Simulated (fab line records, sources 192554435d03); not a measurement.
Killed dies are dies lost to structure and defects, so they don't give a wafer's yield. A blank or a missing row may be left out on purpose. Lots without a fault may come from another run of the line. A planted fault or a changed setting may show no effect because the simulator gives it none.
Which tool did it? | flow n5_finfet | 15 lots, 45 wafers sampled, at 4 steps of a route of 1938

WHAT THE GAUGES READ, wafer by wafer
N5_MIM_TOP_LITHO_INSPECT_12: inspects for defects (macro). Usual: raw_defect_count 2.2, standard deviation 1.6.
lot  | measured     | on                | raw_defect_count | flag
L453 | day 11 15:21 | defect_inspect-02 | 2 3 4            |
L455 | day 12 02:23 | defect_inspect-02 | 1 5 1            |
L456 | day 12 06:31 | defect_inspect-01 | 1 1 1            |
L457 | day 13 00:29 | defect_inspect-01 | 2 5 2            |
L458 | day 13 00:39 | defect_inspect-01 | 4 1 2            |
L459 | day 13 12:30 | defect_inspect-01 | 0 4 0            |
L460 | day 13 22:47 | defect_inspect-02 | 0 4 2            |
L463 | day 13 22:50 | defect_inspect-01 | 4 4 4            |
L462 | day 14 04:31 | defect_inspect-01 | 4 4 2            |
L464 | day 14 19:38 | defect_inspect-02 | 1 3 0            |
L465 | day 15 07:36 | defect_inspect-02 | 6 1 1            |
L473 | day 17 03:26 | defect_inspect-01 | 2 2 5            |
L475 | day 18 00:44 | defect_inspect-02 | 3 9 3            |
L474 | day 18 04:48 | defect_inspect-01 | 0 4 2            |
L476 | day 18 11:56 | defect_inspect-02 | 0 2 2            |

N5_MIM_BOT_LITHO_INSPECT_12: inspects for defects (macro). Usual: raw_defect_count 1.9, standard deviation 1.3.
lot  | measured     | on                | raw_defect_count | flag
L453 | day 11 16:14 | defect_inspect-02 | 3 4 1            |
L455 | day 12 03:11 | defect_inspect-01 | 5 1 1            |
L456 | day 12 07:22 | defect_inspect-02 | 1 1 2            |
L457 | day 13 01:22 | defect_inspect-02 | 2 0 0            |
L458 | day 13 01:38 | defect_inspect-01 | 0 1 3            |
L459 | day 13 13:14 | defect_inspect-01 | 2 2 1            |
L460 | day 13 23:44 | defect_inspect-01 | 2 2 2            |
L463 | day 13 23:47 | defect_inspect-01 | 4 1 2            |
L462 | day 14 05:23 | defect_inspect-01 | 2 1 2            |
L464 | day 14 20:29 | defect_inspect-02 | 1 4 3            |
L465 | day 15 08:30 | defect_inspect-02 | 1 2 2            |
L473 | day 17 04:18 | defect_inspect-02 | 2 0 1            |
L475 | day 18 01:37 | defect_inspect-02 | 1 3 2            |
L474 | day 18 05:40 | defect_inspect-02 | 3 3 4            |
L476 | day 18 13:17 | defect_inspect-02 | 2 3 1            |

N5_PASSIVATION_OVL_MEAS_60. Usual: TV_OVL -1 nm, standard deviation 6.7.
lot  | measured     | on         | TV_OVL (nm) | flag
L453 | day 11 20:54 | overlay-02 | -11 -5 -3   |
L455 | day 12 05:55 | overlay-02 | -2 -9 -2    |
L456 | day 12 11:13 | overlay-02 | 4 -1 -2     |
L457 | day 13 03:01 | overlay-01 | 6 -8 -2     |
L458 | day 13 07:11 | overlay-01 | -6 -8 -2    |
L459 | day 13 14:53 | overlay-01 | -13 -1 -2   |
L460 | day 14 01:19 | overlay-02 | -4 5 5      |
L463 | day 14 01:21 | overlay-01 | -9 -13 -6   |
L462 | day 14 09:41 | overlay-02 | 10 12 7     |
L464 | day 14 22:50 | overlay-01 | 13 7 -2     |
L465 | day 15 13:23 | overlay-01 | 2 3 -1      |
L473 | day 17 06:57 | overlay-01 | - - -       | OFF
L475 | day 18 03:01 | overlay-02 | - - -       | OFF
L474 | day 18 07:13 | overlay-02 | - - -       | OFF
L476 | day 18 16:30 | overlay-02 | 5 5 12      |

WHICH TOOL RAN EACH LOT (tool, then ch and the chambers of the sampled wafers, then the start)
lot  | N5_PASSIVATION_PEB_08
L453 | litho_track-04 ch 0, day 11 20:45
L455 | litho_track-03 ch 0, day 12 05:46
L456 | litho_track-01 ch 0, day 12 11:04
L457 | litho_track-04 ch 0, day 13 02:52
L458 | litho_track-03 ch 0, day 13 07:02
L459 | litho_track-04 ch 0, day 13 14:44
L460 | litho_track-01 ch 0, day 14 01:10
L463 | litho_track-03 ch 0, day 14 01:12
L462 | litho_track-03 ch 0, day 14 09:32
L464 | litho_track-04 ch 0, day 14 22:41
L465 | litho_track-04 ch 0, day 15 13:14
L473 | litho_track-04, day 17 06:48
L475 | litho_track-04, day 18 02:52
L474 | litho_track-01, day 18 07:04
L476 | litho_track-04 ch 0, day 18 16:21
- N5_PASSIVATION_PEB_08

WHAT THE TOOLS THEMSELVES READ (means of the sampled wafers that have a number; where no wafer has one, the mark that the record gives instead)
N5_PASSIVATION_PEB_08. Usual: exhaust_pa 45.2 Pa, standard deviation 0.88.
lot  | tool           | exhaust_pa (Pa) | flag
L453 | litho_track-04 | 46.4            |
L455 | litho_track-03 | 45.2            |
L456 | litho_track-01 | 44.8            |
L457 | litho_track-04 | 44.2            |
L458 | litho_track-03 | 44.8            |
L459 | litho_track-04 | 45.5            |
L460 | litho_track-01 | 44.9            |
L463 | litho_track-03 | 45.6            |
L462 | litho_track-03 | 45.6            |
L464 | litho_track-04 | 44.8            |
L465 | litho_track-04 | 45.7            |
L473 | litho_track-04 | -               | OFF
L475 | litho_track-04 | -               | OFF
L474 | litho_track-01 | -               | OFF
L476 | litho_track-04 | 43.6            |

THE ANSWER, worked out from the rows above alone
Rule: a lot is off if the mean of its wafers that have a number lies more than 3 standard deviations from the usual mean. A lot without any number at a reading at which 4 lots or more have one is off too. The other lots that the step has rows for count as sound. The gauges are gone through in route order, then the tools' own readings, and for those a lot's mean is taken as printed above. The first step at which some lot is off is used, and at that step the reading that is off furthest; a lot without a number counts as furthest.
Off: L473, L475, L474, at N5_PASSIVATION_OVL_MEAS_60 (TV_OVL). Without a number there: L473, L475, L474.
A tool fits if, at a process step before that reading, it ran every lot that is off, and no sound lot after the first of them. The gauges at N5_PASSIVATION_OVL_MEAS_60 aren't tried: what is off there is off at N5_PASSIVATION_PEB_08 too, on other tools, and a gauge's error can't cause that. None of those tried fits.

WHAT THE SIMULATOR HAD PUT IN
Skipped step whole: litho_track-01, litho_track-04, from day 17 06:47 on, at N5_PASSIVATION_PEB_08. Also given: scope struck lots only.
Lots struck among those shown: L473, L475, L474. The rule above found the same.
